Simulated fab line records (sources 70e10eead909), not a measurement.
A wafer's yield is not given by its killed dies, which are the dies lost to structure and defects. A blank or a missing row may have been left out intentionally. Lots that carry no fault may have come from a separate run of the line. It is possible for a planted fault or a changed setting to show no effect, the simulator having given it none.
Chamber matching || flow nand_harc || NHARC_A_CONTACT_ETCH_92 on rie_diel-13 has 4 sister chambers
The step etches the open film in CH3F/O2, target depth 40 nm, time 85.7 s. 4 wafers are shown with their chamber, then 8 later ones without.

EACH WAFER AND ITS CHAMBER
{"wafer": "L119.1", "chamber": 1, "showerhead_plenum_p_Torr (Torr)": 2.33}
{"wafer": "L119.2", "chamber": 3, "showerhead_plenum_p_Torr (Torr)": 2.43}
{"wafer": "L119.3", "chamber": 0, "showerhead_plenum_p_Torr (Torr)": 2.65}
{"wafer": "L122.2", "chamber": 2, "showerhead_plenum_p_Torr (Torr)": 2.31}

WAFERS WITHOUT THEIR CHAMBER
{"wafer": "L122.3", "showerhead_plenum_p_Torr (Torr)": 2.65}
{"wafer": "L122.4", "showerhead_plenum_p_Torr (Torr)": 2.42}
{"wafer": "L125.1", "showerhead_plenum_p_Torr (Torr)": 2.31}
{"wafer": "L125.2", "showerhead_plenum_p_Torr (Torr)": 2.64}
{"wafer": "L125.3", "showerhead_plenum_p_Torr (Torr)": 2.42}
{"wafer": "L126.1", "showerhead_plenum_p_Torr (Torr)": 2.32}
{"wafer": "L126.2", "showerhead_plenum_p_Torr (Torr)": 2.64}
{"wafer": "L126.4", "showerhead_plenum_p_Torr (Torr)": 2.31}

CHAMBER TAKEN BY EACH
{"wafer": "L122.3", "from the rows above": 0, "in truth": 0}
{"wafer": "L122.4", "from the rows above": 3, "in truth": 3}
{"wafer": "L125.1", "from the rows above": 2, "in truth": 2}
{"wafer": "L125.2", "from the rows above": 0, "in truth": 0}
{"wafer": "L125.3", "from the rows above": 3, "in truth": 3}
{"wafer": "L126.1", "from the rows above": "can't be placed: 2 or 1", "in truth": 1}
{"wafer": "L126.2", "from the rows above": 0, "in truth": 0}
{"wafer": "L126.4", "from the rows above": 2, "in truth": 2}
Correctly placed: 7 of 8. These rows do not allow placing 1 (true chamber among the candidates in 1). Number placed wrongly: 0.
How it was worked out, from the rows above alone: a wafer's distance from a chamber is the root of the sum, over the readings, of the square of ((its reading less the chamber's mean) divided by the reading's scatter). If the next closest chamber is less than 2 further off than the closest, the wafer can't be placed; otherwise it belongs to the closest. The mean given for a chamber averages the wafers shown for that chamber. The scatter (one wafer shown for each chamber): square how far every hidden wafer sits from the nearest shown wafer, average those squares and take the square root.
